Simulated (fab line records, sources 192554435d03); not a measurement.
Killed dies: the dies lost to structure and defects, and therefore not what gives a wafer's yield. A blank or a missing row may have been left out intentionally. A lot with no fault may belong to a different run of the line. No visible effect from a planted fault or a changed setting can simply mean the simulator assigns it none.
fab line records	flow n5_finfet
record: lots: 24	wafers: 72	last_day: 17
route steps=1938 shown BEOL_M4@1088 BEOL_M5@1148
lots that met no fault: taken from a fault-free run of the same line
start_h: hours from the record's first day to the start of the lot's first wafer shown	wait_h: hours elapsed since this lot's preceding step	" the same as in the row above	L1.1+2: a row that stands for several wafers	- no value, or no start was given	* or withheld: withheld	< > ~ a bound
route shown NAME@n: NAME is a module with steps in the file, n the number in the route of the first one	usual: mean and standard deviation over wafers with no fault	same: alike in all rows	chamber/n: place in a boat	sites: per-site readings	_std_site: standard deviation across them	_edge_site: the outer-site mean with the inner-site mean subtracted	radius_mm: for every site, how far away it sits from the centre of the wafer	mask NAME#n: copy n	behind: tool/chamber where the wafer was last shaped	hold: what put the lot on hold/how long, in hours/how the hold closed	device: the n, p or np transistor that did not switch	end of line: tests run on the same wafers once the route is complete	a step given without rows: its recipe and nothing more	killed: dies that structure and defects cost at the first sort, which is not the same as the wafer's yield	map: per-die view of a wafer (x killed, . not killed, _ where there is no die)
set.NAME: the setting as run; set.NAME@STEP: as run at that earlier step	model.NAME: the simulator's own value behind a step, which no gauge read
the route's steps for a sample of lots (tables are steps, rows are wafers)
services: when a tool's chamber went out of use (start_h, in hours from the record's first day, below 0 if earlier), for how many hours, and the reason
== steps ==
step: N5_BEOL_M4_SPUTTER_81
recipe: material: Cu	target_thk_a: 45	temp_c: -20	chamber_pressure_pa: 0.07	power_w: withheld	time_s: 8.29
usual: throttle_valve_pct: 29.8/1.2
lot.wafer	tool	chamber	start_h	wait_h	throttle_valve_pct
L074.2	pvd_sputter-02	-	177.22	0.1	31.4
L074.4	"	-	"	"	28.3
L074.5	"	-	"	"	29.4
L076.2	pvd_sputter-03	-	182.46	0.1	29.3
L076.5	"	-	"	"	30.6
L076.6	"	-	"	"	29.4
L075.3	pvd_sputter-01	-	186.15	0.1	27.8
L075.5	"	-	"	"	27.7
L075.6	"	-	"	"	29.0
L077.2	pvd_sputter-02	-	192.59	0.1	31.4
L077.4	"	-	"	"	28.4
L077.6	"	-	"	"	28.5
L078.3	pvd_sputter-01	-	203.42	0.1	27.6
L078.4	"	-	"	"	31.9
L078.6	"	-	"	"	31.0
L079.2	pvd_sputter-03	-	203.57	0.1	29.1
L079.3	"	-	"	"	30.3
L079.4	"	-	"	"	29.6
L080.2	pvd_sputter-03	-	206.73	0.1	30.4
L080.4	"	-	"	"	30.3
L080.6	"	-	"	"	29.2
L081.1	pvd_sputter-01	-	218.50	0.1	29.1
L081.4	"	-	"	"	27.6
L081.6	"	-	"	"	28.0
L083.3	pvd_sputter-03	-	226.46	0.1	30.3
L083.4	"	-	"	"	30.1
L083.5	"	-	"	"	30.0
L082.2	pvd_sputter-03	-	234.14	0.1	30.2
L082.5	"	-	"	"	30.4
L082.6	"	-	"	"	29.2
L084.2	pvd_sputter-01	-	235.50	0.1	30.9
L084.4	"	-	"	"	27.8
L084.6	"	-	"	"	32.0
L085.1	pvd_sputter-03	-	237.66	0.1	30.3
L085.2	"	-	"	"	30.2
L085.6	"	-	"	"	29.3
L087.1	pvd_sputter-01	-	239.32	0.1	31.0
L087.5	"	-	"	"	31.2
L087.6	"	-	"	"	32.1
L086.2	pvd_sputter-03	-	247.14	0.1	30.1
L086.3	"	-	"	"	30.1
L086.6	"	-	"	"	30.4
L089.2	pvd_sputter-01	-	254.85	0.1	30.9
L089.4	"	-	"	"	32.0
L089.5	"	-	"	"	32.0
L088.1	pvd_sputter-01	-	269.60	0.1	31.8
L088.2	"	-	"	"	27.8
L088.3	"	-	"	"	31.1
L090.2	pvd_sputter-01	-	272.94	0.1	31.0
L090.3	"	-	"	"	31.8
L090.6	"	-	"	"	30.9
L091.2	pvd_sputter-01	-	276.84	0.1	30.9
L091.3	"	-	"	"	27.7
L091.6	"	-	"	"	31.7
L092.2	pvd_sputter-03	-	277.40	0.1	29.2
L092.3	"	-	"	"	30.1
L092.4	"	-	"	"	29.7
L093.1	pvd_sputter-02	-	278.43	0.1	30.0
L093.2	"	-	"	"	29.4
L093.5	"	-	"	"	31.3
L094.1	pvd_sputter-02	-	295.70	0.1	29.4
L094.5	"	-	"	"	30.0
L094.6	"	-	"	"	29.5
L095.1	pvd_sputter-01	-	297.39	0.1	31.2
L095.3	"	-	"	"	28.9
L095.4	"	-	"	"	27.6
L096.1	pvd_sputter-01	-	299.71	0.1	31.2
L096.3	"	-	"	"	29.0
L096.4	"	-	"	"	27.6
L097.2	pvd_sputter-03	-	307.51	0.1	30.5
L097.4	"	-	"	"	29.2
L097.5	"	-	"	"	29.2
step: N5_BEOL_M4_SPUTTER_86
recipe: material: Cu	target_thk_a: 45	temp_c: -20	chamber_pressure_pa: 0.07	power_w: withheld	time_s: 8.29
usual: throttle_valve_pct: 29.8/1.2
lot.wafer	tool	chamber	start_h	wait_h	throttle_valve_pct
L074.2	pvd_sputter-02	-	177.44	0.1	31.5
L074.4	"	-	"	"	28.1
L074.5	"	-	"	"	29.5
L076.2	pvd_sputter-03	-	182.68	0.1	29.5
L076.5	"	-	"	"	30.2
L076.6	"	-	"	"	29.6
L075.3	pvd_sputter-01	-	186.37	0.1	27.8
L075.5	"	-	"	"	27.7
L075.6	"	-	"	"	29.0
L077.2	pvd_sputter-02	-	192.81	0.1	31.2
L077.4	"	-	"	"	28.3
L077.6	"	-	"	"	28.3
L078.3	pvd_sputter-01	-	203.64	0.1	27.8
L078.4	"	-	"	"	32.0
L078.6	"	-	"	"	30.9
L079.2	pvd_sputter-03	-	203.79	0.1	29.1
L079.3	"	-	"	"	30.5
L079.4	"	-	"	"	29.4
L080.2	pvd_sputter-03	-	206.95	0.1	30.2
L080.4	"	-	"	"	30.3
L080.6	"	-	"	"	28.9
L081.1	pvd_sputter-01	-	218.72	0.1	29.1
L081.4	"	-	"	"	27.7
L081.6	"	-	"	"	27.7
L083.3	pvd_sputter-03	-	226.68	0.1	30.4
L083.4	"	-	"	"	30.2
L083.5	"	-	"	"	30.2
L082.2	pvd_sputter-03	-	234.36	0.1	30.2
L082.5	"	-	"	"	30.4
L082.6	"	-	"	"	28.9
L084.2	pvd_sputter-01	-	235.72	0.1	31.2
L084.4	"	-	"	"	27.7
L084.6	"	-	"	"	31.8
L085.1	pvd_sputter-03	-	237.88	0.1	30.5
L085.2	"	-	"	"	30.3
L085.6	"	-	"	"	29.3
L087.1	pvd_sputter-01	-	239.54	0.1	31.2
L087.5	"	-	"	"	31.2
L087.6	"	-	"	"	31.7
L086.2	pvd_sputter-03	-	247.36	0.1	30.3
L086.3	"	-	"	"	30.5
L086.6	"	-	"	"	30.3
L089.2	pvd_sputter-01	-	255.07	0.1	31.0
L089.4	"	-	"	"	31.9
L089.5	"	-	"	"	31.8
L088.1	pvd_sputter-01	-	269.82	0.1	32.0
L088.2	"	-	"	"	27.6
L088.3	"	-	"	"	30.9
L090.2	pvd_sputter-01	-	273.16	0.1	31.1
L090.3	"	-	"	"	32.1
L090.6	"	-	"	"	31.0
L091.2	pvd_sputter-01	-	277.06	0.1	31.0
L091.3	"	-	"	"	27.4
L091.6	"	-	"	"	32.0
L092.2	pvd_sputter-03	-	277.62	0.1	29.1
L092.3	"	-	"	"	30.6
L092.4	"	-	"	"	29.4
L093.1	pvd_sputter-02	-	278.65	0.1	30.1
L093.2	"	-	"	"	29.5
L093.5	"	-	"	"	31.3
L094.1	pvd_sputter-02	-	295.92	0.1	29.4
L094.5	"	-	"	"	30.0
L094.6	"	-	"	"	29.5
L095.1	pvd_sputter-01	-	297.61	0.1	31.0
L095.3	"	-	"	"	29.0
L095.4	"	-	"	"	27.4
L096.1	pvd_sputter-01	-	299.93	0.1	30.8
L096.3	"	-	"	"	29.2
L096.4	"	-	"	"	27.8
L097.2	pvd_sputter-03	-	307.73	0.1	30.3
L097.4	"	-	"	"	29.2
L097.5	"	-	"	"	29.0
step: N5_BEOL_M4_SPUTTER_90
recipe: material: Cu	target_thk_a: 45	temp_c: -20	chamber_pressure_pa: 0.07	power_w: withheld	time_s: 8.29
usual: throttle_valve_pct: 29.8/1.2
lot.wafer	tool	chamber	start_h	wait_h	throttle_valve_pct
L074.2	pvd_sputter-02	-	177.88	0.1	31.4
L074.4	"	-	"	"	28.2
L074.5	"	-	"	"	29.6
L076.2	pvd_sputter-03	-	183.12	0.1	29.5
L076.5	"	-	"	"	30.3
L076.6	"	-	"	"	29.6
L075.3	pvd_sputter-01	-	186.81	0.1	27.6
L075.5	"	-	"	"	27.7
L075.6	"	-	"	"	29.1
L077.2	pvd_sputter-02	-	193.25	0.1	31.3
L077.4	"	-	"	"	28.5
L077.6	"	-	"	"	28.2
L078.3	pvd_sputter-01	-	204.08	0.1	27.8
L078.4	"	-	"	"	31.9
L078.6	"	-	"	"	31.1
L079.2	pvd_sputter-03	-	204.23	0.1	29.0
L079.3	"	-	"	"	30.2
L079.4	"	-	"	"	29.0
L080.2	pvd_sputter-03	-	207.39	0.1	30.3
L080.4	"	-	"	"	30.5
L080.6	"	-	"	"	29.1
L081.1	pvd_sputter-01	-	219.16	0.1	28.9
L081.4	"	-	"	"	27.7
L081.6	"	-	"	"	27.7
L083.3	pvd_sputter-03	-	227.12	0.1	30.4
L083.4	"	-	"	"	30.0
L083.5	"	-	"	"	30.3
L082.2	pvd_sputter-03	-	234.80	0.1	30.2
L082.5	"	-	"	"	30.4
L082.6	"	-	"	"	29.1
L084.2	pvd_sputter-01	-	236.16	0.1	31.0
L084.4	"	-	"	"	27.5
L084.6	"	-	"	"	31.8
L085.1	pvd_sputter-03	-	238.32	0.1	30.2
L085.2	"	-	"	"	30.6
L085.6	"	-	"	"	29.5
L087.1	pvd_sputter-01	-	239.98	0.1	31.1
L087.5	"	-	"	"	31.1
L087.6	"	-	"	"	31.9
L086.2	pvd_sputter-03	-	247.80	0.1	30.3
L086.3	"	-	"	"	30.2
L086.6	"	-	"	"	30.4
L089.2	pvd_sputter-01	-	255.51	0.1	31.1
L089.4	"	-	"	"	31.9
L089.5	"	-	"	"	32.0
L088.1	pvd_sputter-01	-	270.26	0.1	32.0
L088.2	"	-	"	"	27.9
L088.3	"	-	"	"	30.9
L090.2	pvd_sputter-01	-	273.60	0.1	31.0
L090.3	"	-	"	"	32.2
L090.6	"	-	"	"	31.1
L091.2	pvd_sputter-01	-	277.50	0.1	30.8
L091.3	"	-	"	"	27.8
L091.6	"	-	"	"	32.2
L092.2	pvd_sputter-03	-	278.06	0.1	29.1
L092.3	"	-	"	"	30.2
L092.4	"	-	"	"	29.6
L093.1	pvd_sputter-02	-	279.09	0.1	30.1
L093.2	"	-	"	"	29.2
L093.5	"	-	"	"	31.3
L094.1	pvd_sputter-02	-	296.36	0.1	29.5
L094.5	"	-	"	"	30.1
L094.6	"	-	"	"	29.5
L095.1	pvd_sputter-01	-	298.05	0.1	31.0
L095.3	"	-	"	"	28.9
L095.4	"	-	"	"	27.6
L096.1	pvd_sputter-01	-	300.37	0.1	30.9
L096.3	"	-	"	"	29.1
L096.4	"	-	"	"	27.9
L097.2	pvd_sputter-03	-	308.17	0.1	30.1
L097.4	"	-	"	"	29.4
L097.5	"	-	"	"	29.1
step: N5_BEOL_M5_CD_MEAS_28
recipe: target_cd_nm: 30.6	landing_energy_ev: 500	detector: se_inlens	target_cd_y_nm: 20	polarity: opening
usual: cd_nm: 30.56/0.25
lot.wafer	tool	chamber	start_h	wait_h	cd_nm
L074.2	cd_sem-03	0	183.08	-	30.55
L074.4	"	0	"	"	30.55
L074.5	"	0	"	"	30.18
L076.2	cd_sem-01	0	190.26	-	30.34
L076.5	"	0	"	"	30.68
L076.6	"	0	"	"	30.32
L075.3	cd_sem-01	0	191.81	-	30.36
L075.5	"	0	"	"	30.50
L075.6	"	0	"	"	30.61
L077.2	cd_sem-03	0	198.03	-	30.53
L077.4	"	0	"	"	30.37
L077.6	"	0	"	"	30.03
L078.3	cd_sem-02	0	210.16	-	30.68
L078.4	"	0	"	"	30.57
L078.6	"	0	"	"	30.39
L079.2	cd_sem-02	0	210.33	-	30.45
L079.3	"	0	"	"	30.81
L079.4	"	0	"	"	30.36
L080.2	cd_sem-03	0	214.58	-	30.71
L080.4	"	0	"	"	30.60
L080.6	"	0	"	"	30.43
L081.1	cd_sem-02	0	225.69	-	30.29
L081.4	"	0	"	"	30.31
L081.6	"	0	"	"	30.17
L083.3	cd_sem-02	0	235.10	-	30.85
L083.4	"	0	"	"	31.04
L083.5	"	0	"	"	31.31
L084.2	cd_sem-03	0	244.00	-	30.79
L084.4	"	0	"	"	30.16
L084.6	"	0	"	"	30.28
L082.2	cd_sem-01	0	244.19	-	30.34
L082.5	"	0	"	"	30.78
L082.6	"	0	"	"	30.68
L085.1	cd_sem-03	0	244.36	-	30.65
L085.2	"	0	"	"	30.63
L085.6	"	0	"	"	30.13
L087.1	cd_sem-03	0	249.94	-	30.90
L087.5	"	0	"	"	30.49
L087.6	"	0	"	"	30.95
L086.2	cd_sem-01	0	252.78	-	30.65
L086.3	"	0	"	"	30.24
L086.6	"	0	"	"	30.75
L089.2	cd_sem-01	0	261.49	-	30.94
L089.4	"	0	"	"	30.35
L089.5	"	0	"	"	30.55
L088.1	cd_sem-03	0	276.08	-	31.14
L088.2	"	0	"	"	30.42
L088.3	"	0	"	"	30.68
L090.2	cd_sem-02	0	282.20	-	31.00
L090.3	"	0	"	"	30.35
L090.6	"	0	"	"	30.81
L091.2	cd_sem-03	0	283.78	-	30.10
L091.3	"	0	"	"	30.75
L091.6	"	0	"	"	30.71
L092.2	cd_sem-03	0	284.00	-	30.31
L092.3	"	0	"	"	30.62
L092.4	"	0	"	"	30.51
L093.1	cd_sem-01	0	284.96	-	30.86
L093.2	"	0	"	"	30.61
L093.5	"	0	"	"	30.59
L094.1	cd_sem-01	0	302.47	-	30.47
L094.5	"	0	"	"	30.55
L094.6	"	0	"	"	30.69
L095.1	cd_sem-01	0	303.06	-	30.67
L095.3	"	0	"	"	30.70
L095.4	"	0	"	"	30.53
L096.1	cd_sem-03	0	305.54	-	30.16
L096.3	"	0	"	"	30.14
L096.4	"	0	"	"	30.39
L097.2	cd_sem-02	0	316.19	-	30.38
L097.4	"	0	"	"	30.60
L097.5	"	0	"	"	30.47
step: N5_BEOL_M5_VIA_ETCH_34
recipe: chemistry: C4F6/O2	target: SiCOH_lowk	target_depth_a: 883	mask_material: SOC	taper_deg: 4	time_s: 39.2	ion_energy_ev: 250	pressure_mtorr: 30	source_w: 345	bias_w: 185	Ar_flow_sccm: 300	C4F6_flow_sccm: 10	O2_flow_sccm: 10
usual: C4F6_flow_sccm: 10.00/0.032	drypump_motor_current_A: 5.4/0.48	oes_ar_750_au: 0.83/0.096	oes_product_au: 0.83/0.1	rf_vpp_V: 668/15	showerhead_plenum_p_Torr: 2.90/0.098	throttle_valve_pct: 20.81/0.26
lot.wafer	tool	chamber	start_h	wait_h	C4F6_flow_sccm	drypump_motor_current_A	oes_ar_750_au	oes_product_au	rf_hours_counter_h	rf_vpp_V	showerhead_plenum_p_Torr	throttle_valve_pct
L074.2	rie_diel-02	0	183.38	0.0	9.91	5.8	0.93	0.96	12	665	3.00	20.51
L074.4	"	3	"	"	10.00	5.9	0.69	0.70	249	674	2.91	21.21
L074.5	"	1	"	"	10.03	6.0	0.68	0.68	-	672	2.71	20.77
L076.2	rie_diel-06	0	190.76	0.0	9.93	4.8	0.74	0.74	201	661	2.70	21.04
L076.5	"	1	"	"	10.01	5.8	0.91	0.91	-	633	2.79	20.76
L076.6	"	0	"	"	9.97	4.8	0.73	0.74	-	663	2.70	21.02
L075.3	rie_diel-06	3	192.56	0.0	9.97	4.8	0.72	0.70	218	686	2.92	20.88
L075.5	"	0	"	"	10.00	4.8	0.74	0.74	-	664	2.70	21.03
L075.6	"	1	"	"	9.99	5.8	0.91	0.91	-	632	2.79	20.76
L077.2	rie_diel-04	1	198.33	0.0	10.01	5.4	0.74	0.74	161	652	2.82	20.68
L077.4	"	2	"	"	9.93	5.2	0.86	0.87	42	680	2.89	20.53
L077.6	"	1	"	"	10.02	5.3	0.75	0.75	-	652	2.82	20.69
L078.3	rie_diel-04	2	210.68	0.0	9.96	5.2	0.85	0.87	47	679	2.89	20.54
L078.4	"	1	"	"	9.97	5.3	0.74	0.74	165	651	2.82	20.69
L078.6	"	3	"	"	9.97	5.8	0.70	0.72	-	685	2.94	21.44
L079.2	rie_diel-06	1	210.75	0.0	10.01	5.8	0.89	0.89	30	633	2.79	20.75
L079.3	"	0	"	"	9.97	4.8	0.73	0.74	207	662	2.70	21.04
L079.4	"	3	"	"	10.01	4.8	0.71	0.70	224	685	2.92	20.89
L080.2	rie_diel-06	2	214.89	0.0	10.01	4.6	0.93	0.93	5	667	3.02	20.84
L080.4	"	1	"	"	10.01	5.8	0.90	0.88	31	630	2.79	20.76
L080.6	"	2	"	"	9.98	4.7	0.94	0.93	-	667	3.02	20.85
L081.1	rie_diel-06	2	225.99	0.0	10.00	4.7	0.92	0.92	9	667	3.02	20.83
L081.4	"	2	"	"	10.01	4.7	0.93	0.92	-	665	3.02	20.84
L081.6	"	0	"	"	10.02	4.8	0.72	0.73	-	661	2.70	21.06
L083.3	rie_diel-04	1	235.40	0.0	10.01	5.4	0.74	0.73	173	652	2.81	20.69
L083.4	"	3	"	"	10.04	5.9	0.70	0.70	224	683	2.93	21.45
L083.5	"	3	"	"	10.06	5.8	0.70	0.71	-	684	2.93	21.44
L084.2	rie_diel-04	0	244.30	0.0	10.00	5.6	0.90	0.89	41	657	2.89	20.58
L084.4	"	3	"	"	10.02	5.8	0.70	0.70	227	683	2.93	21.43
L084.6	"	0	"	"	10.01	5.6	0.90	0.90	-	661	2.89	20.58
L082.2	rie_diel-04	2	244.69	0.0	10.03	5.2	0.84	0.84	56	679	2.89	20.54
L082.5	"	1	"	"	10.02	5.4	0.73	0.73	-	654	2.81	20.71
L082.6	"	2	"	"	9.95	5.2	0.84	0.86	-	680	2.89	20.55
L085.1	rie_diel-02	3	244.82	0.0	10.00	5.9	0.93	0.93	16	674	2.90	20.80
L085.2	"	0	"	"	9.98	5.8	0.89	0.89	38	664	2.98	20.54
L085.6	"	2	"	"	10.03	5.5	0.70	0.68	-	684	2.96	21.31
L087.1	rie_diel-02	3	250.46	0.0	10.03	5.9	0.92	0.93	17	675	2.90	20.79
L087.5	"	0	"	"	9.93	5.8	0.87	0.88	-	667	2.98	20.54
L087.6	"	1	"	"	9.99	6.0	0.97	0.97	-	683	3.05	20.43
L086.2	rie_diel-02	2	253.08	0.0	10.03	5.5	0.69	0.69	239	684	2.95	21.30
L086.3	"	0	"	"	10.03	5.9	0.88	0.88	40	663	2.98	20.56
L086.6	"	2	"	"	9.98	5.5	0.70	0.69	-	683	2.95	21.31
L089.2	rie_diel-02	2	261.79	0.0	10.02	5.5	0.69	0.69	242	683	2.95	21.32
L089.4	"	1	"	"	9.98	6.0	0.97	0.97	2	683	3.05	20.42
L089.5	"	1	"	"	10.04	6.0	0.96	0.98	-	685	3.05	20.42
L088.1	rie_diel-06	3	276.38	0.0	10.05	4.8	0.70	0.68	243	687	2.91	20.90
L088.2	"	1	"	"	9.94	5.8	0.87	0.86	48	630	2.78	20.81
L088.3	"	0	"	"	9.99	4.8	0.72	0.71	227	662	2.69	21.07
L090.2	rie_diel-06	2	283.02	0.0	10.00	4.7	0.88	0.87	26	665	3.01	20.87
L090.3	"	1	"	"	9.99	5.8	0.87	0.86	51	631	2.78	20.80
L090.6	"	3	"	"	9.99	4.8	0.69	0.68	-	686	2.91	20.91
L091.2	rie_diel-04	1	284.35	0.0	10.05	5.3	0.72	0.72	189	652	2.81	20.74
L091.3	"	3	"	"	9.94	5.9	0.69	0.70	238	682	2.93	21.47
L091.6	"	0	"	"	10.00	5.6	0.89	0.88	-	656	2.89	20.59
L092.2	rie_diel-06	1	284.37	0.0	9.98	5.8	0.86	0.85	51	631	2.78	20.80
L092.3	"	3	"	"	10.04	4.8	0.70	0.68	245	686	2.91	20.91
L092.4	"	0	"	"	9.99	4.8	0.72	0.71	229	663	2.69	21.08
L093.1	rie_diel-02	1	285.38	0.0	10.00	6.0	0.92	0.92	10	683	3.04	20.43
L093.2	"	3	"	"	9.99	5.9	0.90	0.89	29	673	2.90	20.80
L093.5	"	3	"	"	10.00	5.9	0.91	0.90	-	674	2.90	20.80
L094.1	rie_diel-02	3	302.81	0.0	10.02	5.9	0.89	0.89	36	672	2.89	20.82
L094.5	"	3	"	"	10.00	5.9	0.89	0.88	-	675	2.89	20.82
L094.6	"	0	"	"	10.00	5.8	0.85	0.86	-	666	2.98	20.56
L095.1	rie_diel-02	2	303.36	0.0	10.03	5.5	0.99	1.00	3	684	2.95	20.97
L095.3	"	0	"	"	9.99	5.8	0.85	0.86	57	664	2.98	20.57
L095.4	"	3	"	"	10.01	6.0	0.89	0.89	36	673	2.89	20.83
L096.1	rie_diel-02	0	305.87	0.0	9.98	5.8	0.85	0.86	58	665	2.97	20.55
L096.3	"	3	"	"	9.93	5.9	0.89	0.89	37	674	2.89	20.83
L096.4	"	1	"	"	9.97	6.0	0.91	0.90	18	682	3.04	20.45
L097.2	rie_diel-06	1	316.49	0.0	10.02	5.8	0.84	0.84	63	632	2.78	20.83
L097.4	"	0	"	"	10.01	4.8	0.71	0.71	242	661	2.69	21.09
L097.5	"	2	"	"	10.03	4.7	0.86	0.86	-	667	3.01	20.89
step: N5_BEOL_M5_OCD_MEAS_38
usual: trench_depth_nm: 71.8/1.3
lot.wafer	tool	chamber	start_h	wait_h	trench_depth_nm
L074.2	ocd-01	-	183.62	-	74.0
L074.4	"	-	"	"	70.3
L074.5	"	-	"	"	70.1
L076.2	ocd-01	-	191.00	-	72.4
L076.5	"	-	"	"	72.9
L076.6	"	-	"	"	71.9
L075.3	ocd-01	-	192.80	-	70.1
L075.5	"	-	"	"	71.0
L075.6	"	-	"	"	72.6
L077.2	ocd-01	-	198.57	-	72.0
L077.4	"	-	"	"	74.0
L077.6	"	-	"	"	70.7
L078.3	ocd-01	-	210.92	-	74.2
L078.4	"	-	"	"	71.3
L078.6	"	-	"	"	71.3
L079.2	ocd-02	-	210.99	-	71.7
L079.3	"	-	"	"	71.2
L079.4	"	-	"	"	70.5
L080.2	ocd-02	-	215.13	-	72.9
L080.4	"	-	"	"	73.4
L080.6	"	-	"	"	72.2
L081.1	ocd-02	-	226.23	-	72.1
L081.4	"	-	"	"	72.5
L081.6	"	-	"	"	72.7
L083.3	ocd-02	-	235.65	-	70.1
L083.4	"	-	"	"	70.5
L083.5	"	-	"	"	70.0
L084.2	ocd-01	-	244.54	-	72.6
L084.4	"	-	"	"	70.8
L084.6	"	-	"	"	71.9
L082.2	ocd-01	-	244.93	-	73.4
L082.5	"	-	"	"	71.4
L082.6	"	-	"	"	73.5
L085.1	ocd-02	-	245.06	-	71.1
L085.2	"	-	"	"	72.6
L085.6	"	-	"	"	70.2
L087.1	ocd-02	-	250.70	-	71.3
L087.5	"	-	"	"	72.4
L087.6	"	-	"	"	70.4
L086.2	ocd-02	-	253.32	-	70.2
L086.3	"	-	"	"	71.9
L086.6	"	-	"	"	69.9
L089.2	ocd-01	-	262.03	-	71.0
L089.4	"	-	"	"	70.6
L089.5	"	-	"	"	71.4
L088.1	ocd-02	-	276.62	-	70.6
L088.2	"	-	"	"	72.2
L088.3	"	-	"	"	70.8
L090.2	ocd-02	-	283.26	-	73.2
L090.3	"	-	"	"	72.8
L090.6	"	-	"	"	70.6
L091.2	ocd-02	-	284.59	-	70.1
L091.3	"	-	"	"	69.3
L091.6	"	-	"	"	72.1
L092.2	ocd-01	-	284.61	-	72.2
L092.3	"	-	"	"	69.7
L092.4	"	-	"	"	70.9
L093.1	ocd-02	-	285.62	-	71.9
L093.2	"	-	"	"	72.6
L093.5	"	-	"	"	71.1
L094.1	ocd-02	-	303.05	-	71.5
L094.5	"	-	"	"	70.9
L094.6	"	-	"	"	72.4
L095.1	ocd-01	-	303.60	-	73.5
L095.3	"	-	"	"	72.3
L095.4	"	-	"	"	70.4
L096.1	ocd-01	-	306.11	-	72.2
L096.3	"	-	"	"	72.5
L096.4	"	-	"	"	71.1
L097.2	ocd-02	-	316.73	-	74.0
L097.4	"	-	"	"	71.5
L097.5	"	-	"	"	72.6
== services ==
tool	chamber	start_h	hours	kind
rie_diel-06	2	164.59	-	clean
rie_diel-06	2	164.59	-	consumable_replace:focus_ring
rie_diel-06	2	164.59	-	consumable_replace:showerhead
rie_diel-06	2	164.59	32.4	scheduled_down
rie_diel-06	2	164.59	32.4	vent_cycle
pvd_sputter-01	-	175.05	0.9	repair
rie_diel-02	3	188.65	-	clean
rie_diel-02	3	188.65	-	consumable_replace:focus_ring
rie_diel-02	3	188.65	18.4	scheduled_down
rie_diel-02	3	188.65	18.4	vent_cycle
rie_diel-04	-	189.90	2.8	pm
rie_diel-02	1	217.11	-	clean
rie_diel-02	1	217.11	-	consumable_replace:focus_ring
rie_diel-02	1	217.11	-	consumable_replace:showerhead
rie_diel-02	1	217.11	28.9	scheduled_down
rie_diel-02	1	217.11	28.9	vent_cycle
rie_diel-06	1	224.30	2.0	repair
rie_diel-04	0	239.88	1.8	repair
rie_diel-02	1	252.83	7.7	repair
rie_diel-02	2	284.20	-	clean
rie_diel-02	2	284.20	-	consumable_replace:focus_ring
rie_diel-02	2	284.20	12.1	scheduled_down
rie_diel-02	2	284.20	12.1	vent_cycle
rie_diel-06	2	287.31	3.1	repair
== key ==
fault none
